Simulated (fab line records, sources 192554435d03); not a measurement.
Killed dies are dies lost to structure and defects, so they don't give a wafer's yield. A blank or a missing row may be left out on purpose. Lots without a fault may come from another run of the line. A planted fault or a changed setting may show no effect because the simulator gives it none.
Split-lot experiment | flow n5_finfet | 7 lots, 21 wafers read, on a route of 1938 steps

THE SPLIT
At N5_BEOL_M10_ETCH_41 (etches SiCN in CH3F/O2, target depth 42.6 nm, time 86 s), the setting source_w was moved away from the recipe's 395 W on 6 of the 21 wafers read, by -17.7% to +8.7%. The other wafers ran this setting at the recipe's value.

The reading is taken at the split's own step.

THE READING
rf_vpp_V, in V, at N5_BEOL_M10_ETCH_41 (etches SiCN in CH3F/O2, target depth 42.6 nm, time 86 s). Fault-free wafers of this fab line usually give 297.8 V, standard deviation 1.4 V.

wafer  | tool, chamber at the split | source_w as run, W | against the recipe | rf_vpp_V, V | against lot-mates on the recipe
L079.2 | rie_diel-04, 2             | 395                | recipe             | 300.7       | -
L079.4 | rie_diel-04, 2             | 395                | recipe             | 301.6       | -
L079.5 | rie_diel-04, 1             | 362.8              | -8.2%              | 306.0       | +4.9
L084.1 | rie_diel-04, 1             | 429.5              | +8.7%              | 289.4       | -7.7
L084.4 | rie_diel-04, 1             | 395                | recipe             | 297.1       | -
L084.6 | rie_diel-04, 3             | 429.5              | +8.7%              | 291.1       | -6.0
L082.2 | rie_diel-01, 2             | 365.8              | -7.4%              | 305.3       | +9.4
L082.4 | rie_diel-01, 2             | 365.8              | -7.4%              | 306.1       | +10.2
L082.5 | rie_diel-01, 1             | 395                | recipe             | 295.9       | -
L080.1 | rie_diel-03, 2             | 395                | recipe             | 298.6       | -
L080.2 | rie_diel-03, 1             | 395                | recipe             | 298.6       | -
L080.6 | rie_diel-03, 2             | 395                | recipe             | 297.5       | -
L092.1 | rie_diel-04, 2             | 395                | recipe             | 300.5       | -
L092.2 | rie_diel-04, 3             | 395                | recipe             | 297.6       | -
L092.5 | rie_diel-04, 3             | 324.9              | -17.7%             | 318.6       | +19.6
L091.1 | rie_diel-03, 2             | 395                | recipe             | 297.7       | -
L091.3 | rie_diel-03, 1             | 395                | recipe             | 298.3       | -
L091.4 | rie_diel-03, 1             | 395                | recipe             | 299.5       | -
L097.2 | rie_diel-04, 3             | 395                | recipe             | 298.5       | -
L097.5 | rie_diel-04, 3             | 395                | recipe             | 297.5       | -
L097.6 | rie_diel-04, 2             | 395                | recipe             | 299.0       | -

THE FIT
A straight line over all 21 wafers: rf_vpp_V changes by -1.03 V for each +1% of source_w; r = -0.97; the points scatter about the line by 1.4 V.
The same after taking each lot's own level away (the mean of its wafers on the recipe; 21 wafers): -1 V for each +1%; r = -0.97; scatter 1.5 V.
On that fit, the largest move of source_w shifts the reading by 18 V.
The lots' own levels span 295.90 to 301.15 V, that is 3.8 times the standard deviation above.
So the lot-to-lot level changes the slope little: the two slopes agree.
Check: with one of the wafers moved furthest among these (-17.7%) left out of the fit, the line predicts +16.6 V for it against its lot-mates. It came out at +19.6 V against them.
Tool readings at the split's step, against how far the setting was moved: rf_vpp_V r = -0.97.

THE WHOLE CHAIN: every reading that the file lists as answering this split, in the file's order
step                | what it does                                            | reading                                                        | change (the file's fit)               | r (the file's)
N5_BEOL_M10_ETCH_41 | etches SiCN in CH3F/O2, target depth 42.6 nm, time 86 s | rf_vpp_V                                                       | -1.01 V for each +1% of the setting   | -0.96
N5_BEOL_M10_ETCH_41 | etches SiCN in CH3F/O2, target depth 42.6 nm, time 86 s | etch.depth_nm (the simulator's own value, which no gauge read) | +0.162 nm for each +1% of the setting | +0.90

THE FILE'S OWN FIT
rf_vpp_V changes by -1.01 V for each +1% of source_w, r = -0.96.
